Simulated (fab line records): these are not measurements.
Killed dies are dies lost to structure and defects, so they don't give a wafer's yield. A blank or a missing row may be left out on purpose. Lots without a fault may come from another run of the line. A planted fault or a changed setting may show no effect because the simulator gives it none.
fab line records + flow n5Finfet
[record]
- lots = 7
- wafers = 21
- lastDay = 19
route steps=1938 shown SD_EPI_P@326 SD_ACTIVATION@330 ILD0@335 BEOL_M4@1111
lots untouched by any fault: they come from a run of this same line in which no faults occurred
startH: hours from the record's first day to the start of the lot's first wafer shown + waitH: hours from the lot's prior step to this one + " repeats the value in the row above + L1.1+2: one row covering several wafers at once + - no value, or no start was given + * or withheld: withheld + < > ~ a bound
route shown NAME@n: names a module that has steps shown in the file, with the first one's number in the route + usual: average and standard deviation across the fault-free wafers + same: alike in all rows + chamber/n: place in a boat + sites: the reading at each site + _std_site: their standard deviation + _edge_site: mean of outer sites minus mean of inner sites + radiusMm: for every site, how far away it sits from the centre of the wafer + mask NAME#n: copy n + behind: the last tool/chamber to shape the wafer + hold: why the lot was held/for how many hours/how that ended + device: whichever transistor did not switch (one of n, p or np) + end of line: tests run on the same wafers once the route is complete + a step given without rows: its recipe and nothing more + killed: count of dies lost to structure and defects at first sort (not the wafer's yield) + map: shows each die of a wafer: x if killed, . if not, _ if none is there
set.NAME: the setting that was run; set.NAME@STEP: the one run at that earlier step + model.NAME: the simulator's own value behind a step, which no gauge read
certain route steps with their lots: each step a table, each wafer a row
services: a tool's chamber out of use, with start hour (startH, from the record's first day; less than 0 if before it), hours out, and reason
[[steps]]
[step N5_SD_EPI_P_PRECLEAN_32]
[recipe]
- chemistry = dHF
- timeS = 10
- dilution = 500:1
- tempC = 25
[step N5_SD_EPI_P_PRECLEAN_33]
[recipe]
- chemistry = SC2
- timeS = 45
- tempC = 35
- mix = 1:1:50
[step N5_SD_EPI_P_SRD_25]
[recipe]
- timeS = 30
- tempC = 23
- rinseLiquid = diw
- dry = ipaMarangoni
[step N5_SD_EPI_P_INSPECT_26]
[recipe]
- inspectInstrument = darkfield
- mode = postEpi
[usual]
- rawDefectCount = 169/34
| lot.wafer | tool             | chamber | startH | waitH | rawDefectCount |
|-----------|------------------|---------|--------|-------|----------------|
| L608.3    | defectInspect-02 | -       | 86.77  | 0.0   | 149            |
| L608.4    | "                | -       | "      | "     | 147            |
| L608.5    | "                | -       | "      | "     | 129            |
| L609.1    | defectInspect-01 | -       | 92.50  | 0.0   | 153            |
| L609.5    | "                | -       | "      | "     | 205            |
| L609.6    | "                | -       | "      | "     | 203            |
| L611.1    | defectInspect-01 | -       | 104.81 | 0.0   | 130            |
| L611.5    | "                | -       | "      | "     | 124            |
| L611.6    | "                | -       | "      | "     | 149            |
| L613.3    | defectInspect-02 | -       | 118.02 | 0.0   | 187            |
| L613.5    | "                | -       | "      | "     | 163            |
| L613.6    | "                | -       | "      | "     | 157            |
| L616.4    | defectInspect-02 | -       | 143.35 | 0.0   | 96             |
| L616.5    | "                | -       | "      | "     | 183            |
| L616.6    | "                | -       | "      | "     | 164            |
| L619.2    | defectInspect-02 | -       | 154.72 | 0.0   | 177            |
| L619.4    | "                | -       | "      | "     | 261            |
| L619.5    | "                | -       | "      | "     | 177            |
| L626.2    | defectInspect-02 | -       | 206.14 | 0.0   | 129            |
| L626.4    | "                | -       | "      | "     | 128            |
| L626.5    | "                | -       | "      | "     | 197            |
[step N5_SD_ACTIVATION_RTA_00]
[recipe]
- tempC = 975
- timeS = 0
- ambient = N2
- idleTempC = 600
- rampUpCPerS = 150
- rampDownCPerS = 60
- coolToC = 600
[usual]
- lampPowerPct = 8.96/0.057
- lamp_zone_1_pct = 8.953/0.023
- wafer_temp_C_max = 975.1/1.9
[same]
- timeS = 0
| lot.wafer | tool         | chamber | startH | waitH | lampPowerPct | lamp_zone_1_pct | wafer_temp_C_max |
|-----------|--------------|---------|--------|-------|--------------|-----------------|------------------|
| L608.3    | rtpAnneal-02 | 0       | 87.10  | 0.3   | 8.99         | 8.911           | 976.4            |
| L608.4    | "            | 0       | "      | "     | 8.99         | 8.922           | 975.8            |
| L608.5    | "            | 0       | "      | "     | 9.01         | 8.963           | 972.9            |
| L609.1    | rtpAnneal-02 | 0       | 92.52  | 0.0   | 8.94         | 8.940           | 979.9            |
| L609.5    | "            | 0       | "      | "     | 8.99         | 8.937           | 974.8            |
| L609.6    | "            | 0       | "      | "     | 8.94         | 8.935           | 975.8            |
| L611.1    | rtpAnneal-01 | 0       | 104.85 | 0.0   | 9.04         | 8.975           | 975.3            |
| L611.5    | "            | 0       | "      | "     | 8.97         | 8.947           | 973.3            |
| L611.6    | "            | 0       | "      | "     | 8.85         | 8.962           | 974.0            |
| L613.3    | rtpAnneal-01 | 0       | 118.25 | 0.2   | 8.92         | 8.991           | 975.1            |
| L613.5    | "            | 0       | "      | "     | 8.97         | 8.972           | 974.7            |
| L613.6    | "            | 0       | "      | "     | 9.03         | 8.930           | 975.2            |
| L616.4    | rtpAnneal-01 | 0       | 143.47 | 0.1   | 8.98         | 8.954           | 977.0            |
| L616.5    | "            | 0       | "      | "     | 8.97         | 8.913           | 971.3            |
| L616.6    | "            | 0       | "      | "     | 8.92         | 8.941           | 972.6            |
| L619.2    | rtpAnneal-02 | 0       | 154.78 | 0.1   | 8.98         | 8.923           | 976.9            |
| L619.4    | "            | 0       | "      | "     | 8.86         | 8.936           | 976.9            |
| L619.5    | "            | 0       | "      | "     | 8.91         | 8.993           | 977.1            |
| L626.2    | rtpAnneal-02 | 0       | 206.43 | 0.3   | 9.00         | 8.992           | 975.2            |
| L626.4    | "            | 0       | "      | "     | 8.98         | 8.915           | 975.8            |
| L626.5    | "            | 0       | "      | "     | 8.93         | 8.963           | 975.6            |
[step N5_SD_ACTIVATION_LSA_01]
[recipe]
- tempC = 1080
- timeS = 0.0008
- ambient = N2
[usual]
- wafer_temp_C_max = 1086.7/2
[same]
- timeS = 0.0008
| lot.wafer | tool           | chamber | startH | waitH | wafer_temp_C_max |
|-----------|----------------|---------|--------|-------|------------------|
| L608.3    | laserAnneal-02 | 0       | 87.31  | 0.2   | 1087.1           |
| L608.4    | "              | 0       | "      | "     | 1088.9           |
| L608.5    | "              | 0       | "      | "     | 1086.8           |
| L609.1    | laserAnneal-01 | 0       | 92.74  | 0.2   | 1085.5           |
| L609.5    | "              | 0       | "      | "     | 1084.5           |
| L609.6    | "              | 0       | "      | "     | 1086.5           |
| L611.1    | laserAnneal-01 | 0       | 105.05 | 0.2   | 1084.4           |
| L611.5    | "              | 0       | "      | "     | 1084.1           |
| L611.6    | "              | 0       | "      | "     | 1085.2           |
| L613.3    | laserAnneal-01 | 0       | 118.45 | 0.2   | 1084.6           |
| L613.5    | "              | 0       | "      | "     | 1084.7           |
| L613.6    | "              | 0       | "      | "     | 1086.7           |
| L616.4    | laserAnneal-02 | 0       | 143.67 | 0.2   | 1089.2           |
| L616.5    | "              | 0       | "      | "     | 1087.5           |
| L616.6    | "              | 0       | "      | "     | 1088.3           |
| L619.2    | laserAnneal-02 | 0       | 154.98 | 0.2   | 1087.7           |
| L619.4    | "              | 0       | "      | "     | 1085.6           |
| L619.5    | "              | 0       | "      | "     | 1086.5           |
| L626.2    | laserAnneal-02 | 0       | 206.63 | 0.2   | 1092.7           |
| L626.4    | "              | 0       | "      | "     | 1089.9           |
| L626.5    | "              | 0       | "      | "     | 1087.9           |
[step N5_SD_ACTIVATION_INSPECT_02]
[recipe]
- inspectInstrument = darkfield
- mode = postAnneal
[usual]
- rawDefectCount = 170/34
| lot.wafer | tool             | chamber | startH | waitH | rawDefectCount |
|-----------|------------------|---------|--------|-------|----------------|
| L608.3    | defectInspect-02 | -       | 87.79  | 0.1   | 128            |
| L608.4    | "                | -       | "      | "     | 149            |
| L608.5    | "                | -       | "      | "     | 142            |
| L609.1    | defectInspect-01 | -       | 93.26  | 0.2   | 149            |
| L609.5    | "                | -       | "      | "     | 200            |
| L609.6    | "                | -       | "      | "     | 207            |
| L611.1    | defectInspect-02 | -       | 105.59 | 0.2   | 131            |
| L611.5    | "                | -       | "      | "     | 116            |
| L611.6    | "                | -       | "      | "     | 149            |
| L613.3    | defectInspect-01 | -       | 118.91 | 0.1   | 188            |
| L613.5    | "                | -       | "      | "     | 160            |
| L613.6    | "                | -       | "      | "     | 157            |
| L616.4    | defectInspect-02 | -       | 144.11 | 0.1   | 102            |
| L616.5    | "                | -       | "      | "     | 181            |
| L616.6    | "                | -       | "      | "     | 162            |
| L619.2    | defectInspect-02 | -       | 155.48 | 0.2   | 177            |
| L619.4    | "                | -       | "      | "     | 267            |
| L619.5    | "                | -       | "      | "     | 180            |
| L626.2    | defectInspect-01 | -       | 207.13 | 0.1   | 129            |
| L626.4    | "                | -       | "      | "     | 135            |
| L626.5    | "                | -       | "      | "     | 216            |
[step N5_ILD0_LINER_00]
[recipe]
- material = SiNx
- targetThkA = 40
- tempC = 400
- aldPrecursorFamily = SiH2I2
- aldCoReactant = N2/H2-plasma
- pulseTimeS = 1
- purgeTimeS = 2
- coReactantPurgeTimeS = 2
- aldCycles = 80
- pressureTorr = 2
[usual]
- heaterPowerW = 840/74
- precursorPulseHeightRel = 0.997/0.02
| lot.wafer | tool      | chamber | startH | waitH | heaterPowerW | precursorPulseHeightRel |
|-----------|-----------|---------|--------|-------|--------------|-------------------------|
| L608.3    | aldSin-04 | 0       | 88.49  | 0.7   | 785          | 0.986                   |
| L608.4    | "         | 3       | "      | "     | 905          | 0.947                   |
| L608.5    | "         | 0       | "      | "     | 787          | 1.022                   |
| L609.1    | aldSin-01 | 3       | 94.44  | 1.2   | 862          | 0.990                   |
| L609.5    | "         | 2       | "      | "     | 853          | 1.011                   |
| L609.6    | "         | 1       | "      | "     | 778          | 1.021                   |
| L611.1    | aldSin-01 | 3       | 105.63 | 0.0   | 856          | 0.978                   |
| L611.5    | "         | 1       | "      | "     | 777          | 0.982                   |
| L611.6    | "         | 3       | "      | "     | 881          | 1.005                   |
| L613.3    | aldSin-01 | 3       | 118.98 | 0.1   | 855          | 1.017                   |
| L613.5    | "         | 1       | "      | "     | 766          | 0.987                   |
| L613.6    | "         | 0       | "      | "     | 929          | 0.998                   |
| L616.4    | aldSin-04 | 2       | 144.15 | 0.0   | 956          | 0.992                   |
| L616.5    | "         | 1       | "      | "     | 817          | 0.977                   |
| L616.6    | "         | 0       | "      | "     | 810          | 1.008                   |
| L619.2    | aldSin-04 | 1       | 155.88 | 0.4   | 797          | 1.019                   |
| L619.4    | "         | 3       | "      | "     | 911          | 1.012                   |
| L619.5    | "         | 3       | "      | "     | 896          | 1.019                   |
| L626.2    | aldSin-03 | 0       | 207.16 | 0.0   | 901          | 1.008                   |
| L626.4    | "         | 3       | "      | "     | 838          | 0.982                   |
| L626.5    | "         | 2       | "      | "     | 686          | 1.014                   |
[step N5_ILD0_FCVD_FILL_01]
[recipe]
- material = SiO2_flowable
- targetThkA = 2000
- tempC = 100
- pressureTorr = 0.8
- rfW = 2000
- timeS = 328.3
[step N5_ILD0_CURE_02]
[recipe]
- tempC = 450
- timeS = 1800
- ambient = steam
- idleTempC = 400
- rampUpCPerMin = 5
- rampDownCPerMin = 3
- densificationPH2oTorr = 640
[step N5_ILD0_CMP_03]
[recipe]
- stopOn = SiNx
- tOverpolishS = 1.9
- postCmpClean = alkalineBrush
- downForcePsi = 4.1491
- platenRpm = 51.796
- padVelocityMS = 1.0306
- targetThkNm = 197.38
[usual]
- edgeZonePressureFrac = 1.000/0.0048
- headPressurePsi = 4.149/0.0087
- motorCurrentA = 12.4/1.5
- overpolishRunS = 1.901/0.0091
- timeToEndpointS = 71/4.1
| lot.wafer | tool   | chamber | startH | waitH | edgeZonePressureFrac | headPressurePsi | motorCurrentA | overpolishRunS | timeToEndpointS | model.SiNx_of_DUMMY_GATE_HM_DEP_06.thkNm | model.SiO2_flowable_of_ILD0_FCVD_FILL_01.thkNm |
|-----------|--------|---------|--------|-------|----------------------|-----------------|---------------|----------------|-----------------|------------------------------------------|------------------------------------------------|
| L608.4    | cmp-01 | 3       | 90.85  | 0.0   | -                    | -               | -             | -              | -               | 79.2                                     | 199.4                                          |
| L608.3    | "      | 0       | "      | "     | -                    | -               | -             | -              | -               | 79                                       | 201                                            |
| L608.5    | "      | 0       | "      | "     | -                    | -               | -             | -              | -               | 79.4                                     | 200.6                                          |
| L609.1    | cmp-01 | 3       | 96.88  | 0.1   | -                    | -               | -             | -              | -               | 79.6                                     | 200.4                                          |
| L609.6    | "      | 1       | "      | "     | -                    | -               | -             | -              | -               | 79.6                                     | 198.8                                          |
| L609.5    | "      | 2       | "      | "     | -                    | -               | -             | -              | -               | 80.2                                     | 198                                            |
| L611.1    | cmp-03 | 2       | 108.07 | 0.1   | -                    | -               | -             | -              | -               | 78.8                                     | 196.2                                          |
| L611.6    | "      | 0       | "      | "     | -                    | -               | -             | -              | -               | 78.8                                     | 198                                            |
| L611.5    | "      | 1       | "      | "     | -                    | -               | -             | -              | -               | 79                                       | 199.2                                          |
| L613.3    | cmp-02 | 1       | 121.46 | 0.1   | 1.001                | 4.156           | 10.7          | 1.915          | 75              | 77.8                                     | 197.2                                          |
| L613.6    | "      | 2       | "      | "     | 1.004                | 4.144           | 12.4          | 1.891          | 75              | 77.2                                     | 197.4                                          |
| L613.5    | "      | 3       | "      | "     | 0.993                | 4.155           | 14.0          | 1.892          | 71              | 77                                       | 196.4                                          |
| L616.4    | cmp-02 | 3       | 146.53 | 0.0   | 0.999                | 4.163           | 14.5          | 1.908          | 70              | 78.2                                     | 196.8                                          |
| L616.5    | "      | 3       | "      | "     | 1.003                | 4.141           | 13.2          | 1.904          | 71              | 78.2                                     | 197.8                                          |
| L616.6    | "      | 0       | "      | "     | 1.000                | 4.155           | 10.0          | 1.892          | 72              | 77.8                                     | 195.8                                          |
| L619.4    | cmp-02 | 3       | 158.35 | 0.1   | 1.009                | 4.139           | 13.7          | 1.906          | 76              | 76                                       | 196.4                                          |
| L619.2    | "      | 1       | "      | "     | 1.000                | 4.146           | 11.3          | 1.901          | 79              | 75.8                                     | 196.8                                          |
| L619.5    | "      | 3       | "      | "     | 1.004                | 4.140           | 13.6          | 1.911          | 71              | 76.4                                     | 195.6                                          |
| L626.2    | cmp-01 | 2       | 209.53 | 0.0   | 1.004                | 4.149           | 14.4          | 1.894          | 71              | 76.8                                     | 198                                            |
| L626.4    | "      | 0       | "      | "     | 1.002                | 4.149           | 11.5          | 1.912          | 75              | 76.4                                     | 198.6                                          |
| L626.5    | "      | 2       | "      | "     | 0.995                | 4.135           | 14.8          | 1.898          | 71              | 76.6                                     | 198                                            |
[step N5_BEOL_M4_RC_MEAS_101]
[usual]
- DIBL_N = 36.3/1.9
- DIBL_P = 36.0/2.1
- IOFF_N = 0.16/0.031
- IOFF_P = 0.21/0.035
- ION_N = 675/14
- ION_P = 464/8.5
- SS_N = 71.5/0.6
- SS_P = 73.3/0.72
- VT_N = 250/3.2
- VT_P = -250/3.1
| lot.wafer | tool      | chamber | startH | waitH | DIBL_N[mV/V] | DIBL_P[mV/V] | IOFF_N[nA/um] | IOFF_P[nA/um] | ION_N[uA/um] | ION_P[uA/um] | SS_N[mV/dec] | SS_P[mV/dec] | VT_N[mV] | VT_P[mV] |
|-----------|-----------|---------|--------|-------|--------------|--------------|---------------|---------------|--------------|--------------|--------------|--------------|----------|----------|
| L613.3    | prober-01 | 0       | 214.58 | 0.3   | 33.5         | 33.2         | 0.12          | 0.16          | 679          | 461          | 71.3         | 72.8         | 252      | -255     |
| L613.5    | "         | 0       | "      | "     | 33.7         | 33.7         | 0.12          | 0.17          | 674          | 462          | 70.4         | 72.7         | 253      | -253     |
| L613.6    | "         | 0       | "      | "     | 33.7         | 33.7         | 0.13          | 0.17          | 689          | 470          | 71.6         | 72.6         | 252      | -253     |
| L619.2    | prober-02 | 0       | 295.45 | 0.2   | 34.9         | 34.0         | 0.13          | 0.17          | 667          | 461          | 71.4         | 73.6         | 251      | -250     |
| L619.4    | "         | 0       | "      | "     | 37.8         | 38.2         | 0.19          | 0.25          | 690          | 475          | 71.7         | 74.8         | 247      | -247     |
| L619.5    | "         | 0       | "      | "     | 38.5         | 38.7         | 0.20          | 0.25          | 696          | 476          | 72.1         | 74.2         | 244      | -245     |
| L616.4    | prober-02 | 0       | 320.52 | 0.5   | 36.7         | 36.3         | 0.15          | 0.21          | 676          | 460          | 72.0         | 73.5         | 252      | -249     |
| L616.5    | "         | 0       | "      | "     | 36.8         | 37.2         | 0.16          | 0.22          | 674          | 461          | 71.2         | 73.9         | 251      | -254     |
| L616.6    | "         | 0       | "      | "     | 34.8         | 34.3         | 0.12          | 0.18          | 658          | 454          | 71.0         | 72.8         | 255      | -253     |
| L626.2    | prober-01 | 0       | 340.83 | 0.2   | 36.4         | 36.4         | 0.14          | 0.21          | 650          | 452          | 71.2         | 72.6         | 254      | -250     |
| L626.4    | "         | 0       | "      | "     | 35.2         | 35.1         | 0.14          | 0.19          | 665          | 461          | 71.4         | 72.9         | 250      | -254     |
| L626.5    | "         | 0       | "      | "     | 36.7         | 37.6         | 0.17          | 0.22          | 663          | 457          | 71.0         | 73.8         | 252      | -250     |
[[services]]
| tool           | chamber | startH | hours | kind                          |
|----------------|---------|--------|-------|-------------------------------|
| aldSin-01      | 0       | 64.24  | 46.6  | repair                        |
| aldSin-01      | 3       | 77.88  | 15.3  | repair                        |
| aldSin-01      | 2       | 78.13  | 2.4   | repair                        |
| aldSin-03      | -       | 85.52  | 14.0  | pm                            |
| aldSin-03      | 0       | 85.52  | 14.0  | ventCycle                     |
| aldSin-03      | 1       | 85.52  | 31.7  | ventCycle                     |
| aldSin-03      | 2       | 85.52  | 14.0  | ventCycle                     |
| aldSin-03      | 3       | 85.52  | 14.0  | ventCycle                     |
| cmp-03         | -       | 90.52  | 1.1   | repair                        |
| aldSin-03      | 0       | 99.52  | -     | clean                         |
| aldSin-03      | -       | 111.24 | 6.0   | pm                            |
| laserAnneal-02 | -       | 123.17 | 2.3   | pm                            |
| laserAnneal-02 | -       | 148.25 | 4.0   | repair                        |
| laserAnneal-01 | -       | 148.75 | 2.3   | repair                        |
| cmp-03         | -       | 153.60 | 5.6   | pm                            |
| cmp-01         | -       | 156.94 | 4.0   | pm                            |
| aldSin-03      | -       | 157.30 | 0.3   | repair                        |
| cmp-01         | -       | 160.94 | -     | consumableReplace:conditioner |
| cmp-01         | -       | 160.94 | -     | consumableReplace:pad         |
| aldSin-04      | 3       | 173.31 | 5.0   | repair                        |
| laserAnneal-01 | -       | 178.17 | 1.9   | pm                            |
| cmp-01         | -       | 180.89 | 3.8   | repair                        |
| cmp-02         | -       | 192.55 | 0.3   | repair                        |
| aldSin-01      | 3       | 204.32 | 16.5  | repair                        |
[[key]]
[firstSign]
- step = N5_ILD0_CMP_03
- reading = toolRecord
- direction = missing
effect none on later readings
[modelEffect]
- step = N5_ILD0_CMP_03
- value = SiNx_of_DUMMY_GATE_HM_DEP_06.thkNm
- without = 76.24
- struck = 79.29
metAt N5_ILD0_CMP_03
struckWafers L608.3,L608.4,L608.5,L609.1,L609.5,L609.6,L611.1,L611.5,L611.6
rowsEnd L611.1,L611.5,L611.6
laterRowsLeftOut L608.3,L608.4,L608.5,L609.1,L609.5,L609.6
sortLeftOut L608.3,L608.4,L608.5,L609.1,L609.5,L609.6
[fault]
- kind = skippedStepWhole
- tool = cmp-01,cmp-03
- chamber = -
- onsetH = 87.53
- steps = N5_ILD0_CMP_03
- scope = struckLotsOnly
// sortLeftOut: the simulated sort isn't trusted on such a fault, so these wafers' sort isn't shown, and their yield isn't known
// laterRowsLeftOut: the simulator's readings of these wafers behind a module that went badly wrong aren't trusted and aren't shown, but for the sort
// rowsEnd: these wafers met a further fault down the route, and their rows from its step on are left out
